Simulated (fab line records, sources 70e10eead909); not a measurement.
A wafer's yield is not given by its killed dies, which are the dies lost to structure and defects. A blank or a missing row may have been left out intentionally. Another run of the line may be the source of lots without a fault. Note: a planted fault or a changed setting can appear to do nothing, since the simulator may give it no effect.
A struck lot beside a sound one	flow nandHarc	14 out of 1159 route steps
Sound: these wafers, L191.3, L191.4, L191.5. Struck: wafer L204.2. (L204.3, L204.6 of the same lot were not struck and are left out.) The cause comes at the end.
Each step with rows lists, per side, the tool, then ch with its chambers, then its first start. Under that, the readings that differ: sound wafers	struck wafers	difference of the means	sigmas: that difference in standard deviations of wafers without a fault.
alike: readings with means less than 2 such deviations apart, plus words and numbers identical on both sides. not compared: withheld readings, readings lacking a value on some wafer, bounds such as >300 that could conceal the same value, and numbers that have no deviation in the record and whose values overlap.
The two part at a step that has a row with sigmas, a row that says differs or no value, or rows on one side only. Non-overlapping numbers with no deviation appear without sigmas and do not part them. A reading that every wafer of one side lacks parts them only if that side has two wafers or more.

first, 7 steps without rows for these wafers: NHARC_A_SGD_CUT_COAT_57 (time 65 s); NHARC_A_SGD_CUT_COAT_03 (resist thk 90 nm); NHARC_A_SGD_CUT_SOFTBAKE_04 (time 55 s); NHARC_A_SGD_CUT_EBR_05; NHARC_A_SGD_CUT_EXPOSE_06 (exposes mask SGD); NHARC_A_SGD_CUT_PEB_07 (peb time 65 s); NHARC_A_SGD_CUT_DEVELOP_08 (develop time 35 s).
NHARC_A_SGD_CUT_CD_MEAS_09: target cd 100 nm.
  sound on cdSem-02 ch 0, day 14 04:11; struck on cdSem-02 ch 0, day 17 17:48
  alike: cdNm
NHARC_A_SGD_CUT_OVL_MEAS_10:
  sound: overlay-01 at day 14 04:16; struck: overlay-01 at day 17 17:53
  alike: overlayXNm, overlayYNm
NHARC_A_SGD_CUT_INSPECT_11:
  sound: defectInspect-02 at day 14 04:18; struck: defectInspect-01 at day 17 17:56
  alike: rawDefectCount
NHARC_A_SGD_CUT_DESCUM_14: chemistry O2, time 3 s.
  sound on rieDiel-04 ch 0,1,2, day 14 04:23; struck on rieDiel-04 ch 2, day 17 17:59
  alike: drypumpMotorCurrentA, mfcArSccm, o2FlowSccm, oesProductAu, rfVppV, showerheadPlenumPTorr, throttleValvePct
  not compared: rfHoursCounterH
NHARC_A_SGD_CUT_ETCH_58: etches the open film in CF4, target depth 39 nm, time 65 s.
  sound on rieDiel-04 ch 0,1,2, day 14 04:27; struck on rieDiel-04 ch 2, day 17 18:05
  alike: drypumpMotorCurrentA, mfcArSccm, oesProductAu, rfVppV, showerheadPlenumPTorr, throttleValvePct
  not compared: rfHoursCounterH
NHARC_A_SGD_CUT_ETCH_59: etches the open film in N2/H2, target depth 260 nm, time 406.25 s.
  sound on rieDiel-04 ch 0,2,3, day 14 04:36; struck on rieDiel-04 ch 0, day 17 18:11
reading	sound	struck	difference	sigmas
mfcArSccm (sccm)	0 0 0.024	0.024	+0.016	+2
oesProductAu (a.u.)	1.011 1.008 1.019	0.834	-0.179	-27
  alike: drypumpMotorCurrentA, h2FlowSccm, rfVppV, showerheadPlenumPTorr, throttleValvePct
  not compared: rfHoursCounterH
NHARC_A_SGD_CUT_ETCH_15: etches the open film in CH3F/O2, target depth 75 nm, time 64.3 s.
  sound: rieDiel-04 ch 1,2,3; struck: rieDiel-04 ch 2
reading	sound	struck	difference	sigmas
o2FlowSccm (sccm)	30.01 30.00 30.21	29.75	-0.32	-3
  alike: drypumpMotorCurrentA, mfcArSccm, oesProductAu, rfVppV, showerheadPlenumPTorr, throttleValvePct
  not compared: rfHoursCounterH

WHERE THEY PART
Last at NHARC_A_SGD_CUT_ETCH_15 as far as this record goes, first at NHARC_A_SGD_CUT_ETCH_59.

WHY: the cause the simulator had injected
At NHARC_A_SGD_CUT_ETCH_59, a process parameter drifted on rieDiel-04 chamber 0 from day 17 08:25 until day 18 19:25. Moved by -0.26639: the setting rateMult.
